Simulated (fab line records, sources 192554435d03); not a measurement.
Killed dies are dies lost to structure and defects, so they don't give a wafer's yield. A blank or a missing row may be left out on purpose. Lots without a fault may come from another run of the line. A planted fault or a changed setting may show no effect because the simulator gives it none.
Split-lot experiment | flow n5_finfet | 7 lots, 21 wafers read, on a route of 1938 steps

THE SPLIT
At N5_BEOL_M0_ETCH_138 (etches SiCN in CH3F/O2, target depth 12 nm, time 31.6 s), the setting source_w was moved away from the recipe's 395 W on 8 of the 21 wafers read, by -13.6% to +15.7%. The other wafers ran this setting at the recipe's value.

The reading is taken at the split's own step.

THE READING
rf_vpp_V, in V, at N5_BEOL_M0_ETCH_138 (etches SiCN in CH3F/O2, target depth 12 nm, time 31.6 s). Fault-free wafers of this fab line usually give 297.8 V, standard deviation 1.3 V.

wafer  | tool, chamber at the split | source_w as run, W | against the recipe | rf_vpp_V, V | against lot-mates on the recipe
L075.2 | rie_diel-02, 3             | 350.3              | -11.3%             | 309.9       | +9.0
L075.5 | rie_diel-02, 3             | 350.3              | -11.3%             | 310.1       | +9.2
L075.6 | rie_diel-02, 0             | 395                | recipe             | 300.9       | -
L081.2 | rie_diel-06, 1             | 457.2              | +15.7%             | 282.6       | -13.1
L081.3 | rie_diel-06, 0             | 395                | recipe             | 295.7       | -
L081.6 | rie_diel-06, 0             | 457.2              | +15.7%             | 282.5       | -13.2
L083.1 | rie_diel-05, 0             | 341.1              | -13.6%             | 312.1       | +13.8
L083.4 | rie_diel-05, 3             | 395                | recipe             | 298.3       | -
L083.5 | rie_diel-05, 0             | 341.1              | -13.6%             | 311.3       | +13.0
L085.2 | rie_diel-06, 2             | 395                | recipe             | 296.1       | -
L085.5 | rie_diel-06, 2             | 395                | recipe             | 297.2       | -
L085.6 | rie_diel-06, 1             | 395                | recipe             | 298.7       | -
L087.3 | rie_diel-02, 2             | 434                | +9.9%              | 288.7       | -8.8
L087.5 | rie_diel-02, 2             | 395                | recipe             | 297.5       | -
L087.6 | rie_diel-02, 1             | 434                | +9.9%              | 287.4       | -10.1
L094.3 | rie_diel-02, 1             | 395                | recipe             | 296.7       | -
L094.5 | rie_diel-02, 0             | 395                | recipe             | 299.2       | -
L094.6 | rie_diel-02, 3             | 395                | recipe             | 297.1       | -
L095.1 | rie_diel-02, 1             | 395                | recipe             | 297.6       | -
L095.4 | rie_diel-02, 3             | 395                | recipe             | 296.6       | -
L095.5 | rie_diel-02, 2             | 395                | recipe             | 296.4       | -

THE FIT
A straight line over all 21 wafers: rf_vpp_V changes by -1.01 V for each +1% of source_w; r = -0.99; the points scatter about the line by 1.2 V.
The same after taking each lot's own level away (the mean of its wafers on the recipe; 21 wafers): -0.889 V for each +1%; r = -0.99; scatter 0.93 V.
On that fit, the largest move of source_w shifts the reading by 14 V.
The lots' own levels span 295.70 to 300.90 V, that is 4.0 times the standard deviation above.
So the lot-to-lot level changes the slope: the two fits differ.
Check: with one of the wafers moved furthest among these (+15.7%) left out of the fit, the line predicts -14.2 V for it against its lot-mates. It came out at -13.1 V against them.
Tool readings at the split's step, against how far the setting was moved: rf_vpp_V r = -0.99.

OTHER SPLITS ON THESE WAFERS
These wafers also went through other splits before the reading. Each is held against what the fit with the lots' levels taken away leaves over:
other split on the same wafers         | wafers away from the commonest value | r with rf_vpp_V (lot level and that fit taken away)
N5_MOL_CONTACT_COAG_EXPOSE_05 dose_mj  | 9                                    | -0.26
N5_MOL_CONTACT_COAG_ALD_131 ald_cycles | 8                                    | +0.03
N5_MOL_CONTACT_COAG_ETCH_91 source_w   | 8                                    | -0.08
N5_BEOL_M0_SAQP_PECVD_04 time_s        | 8                                    | +0.22

THE FILE'S OWN FIT
rf_vpp_V changes by -0.887 V for each +1% of source_w, r = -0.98.
